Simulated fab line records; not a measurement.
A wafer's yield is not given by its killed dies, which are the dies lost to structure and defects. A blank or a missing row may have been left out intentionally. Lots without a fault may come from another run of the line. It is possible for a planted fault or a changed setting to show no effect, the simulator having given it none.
A lot that was struck, set against a sound lot | flow n5 finfet | 14 steps out of a route of 1938
Sound: the wafers L573.2, L573.5, L573.6. The struck wafers were L561.2, L561.3, L561.6. Last of all comes the cause.
For every step that has rows: the tool of each side, followed by ch and its chambers, followed by its first start. Under that, the readings that differ: sound wafers | struck wafers | difference of the means | sigmas: that difference in standard deviations of wafers without a fault.
alike: a reading whose means differ by less than 2 such deviations, as well as words and numbers matching on both sides. not compared: withheld readings; readings where some wafer has no value; bounds like >300 that might hide an equal value; numbers whose values overlap and for which the record gives no deviation.
A row with sigmas, a row that says differs or no value, or rows on one side alone: a step with any of these is where the two part. Numbers that have no deviation but don't overlap get no sigmas and don't part them. A reading missing from all wafers of one side parts the sides only when that side holds two or more wafers.

N5_BEOL_M4_RC_MEAS_101:
  sound on prober-01 ch 0, day 13 18:16; struck on prober-01 ch 0, day 10 04:54
  alike: DIBL_N, DIBL_P, IOFF_N, IOFF_P, ION_N, ION_P, SS_N, SS_P, VT_N, VT_P
N5_BEOL_M5_ILD_DEP_00: deposits SiCOH lowk from DEMS/porogen, target thk 140.64 nm, time 25.9 s.
  sound on pecvd-01 ch 0,2, day 13 19:05; struck on pecvd-04 ch 0,1, day 10 05:43
  alike: heater power w, showerhead plenum p Torr, throttle valve pct
  not compared: since wet clean h
N5_BEOL_M5_CURE_79: cures SiCOH lowk, time 240 s.
  sound on uv cure-01 ch 0, day 13 19:13; struck on uv cure-02 ch 1, day 10 06:08
  alike: lamp power pct, wafer_temp_C_max
N5_BEOL_M5_THK_MEAS_01:
  sound: film metro-02 at day 13 19:40; struck: film metro-01 at day 10 06:34
  alike: M5_ILD_THK
N5_BEOL_M5_PECVD_70: deposits SiO2 from TEOS/O2, target thk 16 nm, time 18 s.
  sound on pecvd-04 ch 0,2, day 13 19:41; struck on pecvd-04 ch 0,1, day 10 06:36
  alike: heater power w, showerhead plenum p Torr, throttle valve pct
  not compared: since wet clean h
N5_BEOL_M5_HM_DEP_02: deposits TiN, target thk 20 nm.
  sound: pvd sputter-03 at day 13 21:18; struck: pvd sputter-03 at day 10 11:14
  alike: substrate temp c, throttle valve pct
then, 6 steps without rows for these wafers: N5_BEOL_M5_COAT_59 (time 60 s, resist thk 60 nm); N5_BEOL_M5_COAT_60 (time 60 s, resist thk 12 nm); N5_BEOL_M5_COAT_71 (time 60 s, resist thk 5 nm); N5_BEOL_M5_COAT_05 (resist thk 30 nm); N5_BEOL_M5_EBR_07; N5_BEOL_M5_SOFTBAKE_06 (time 60 s).
N5_BEOL_M5_EXPOSE_08: exposes mask M5, target cd 28 nm.
  struck on euv scanner-01, day 10 11:32; sound on euv scanner-02 ch 0, day 13 21:34
  no value came back on the struck wafers for exposure dose mJ cm2, focus offset nm (nm); on the sound wafers exposure dose mJ cm2 reads 35.67 35.66 35.64
  alike: mask
then, 1 step without rows for these wafers: N5_BEOL_M5_PEB_09 (peb time 60 s).

== WHERE THEY PART ==
Only at N5_BEOL_M5_EXPOSE_08, within this record.

WHY: what the simulator had put in
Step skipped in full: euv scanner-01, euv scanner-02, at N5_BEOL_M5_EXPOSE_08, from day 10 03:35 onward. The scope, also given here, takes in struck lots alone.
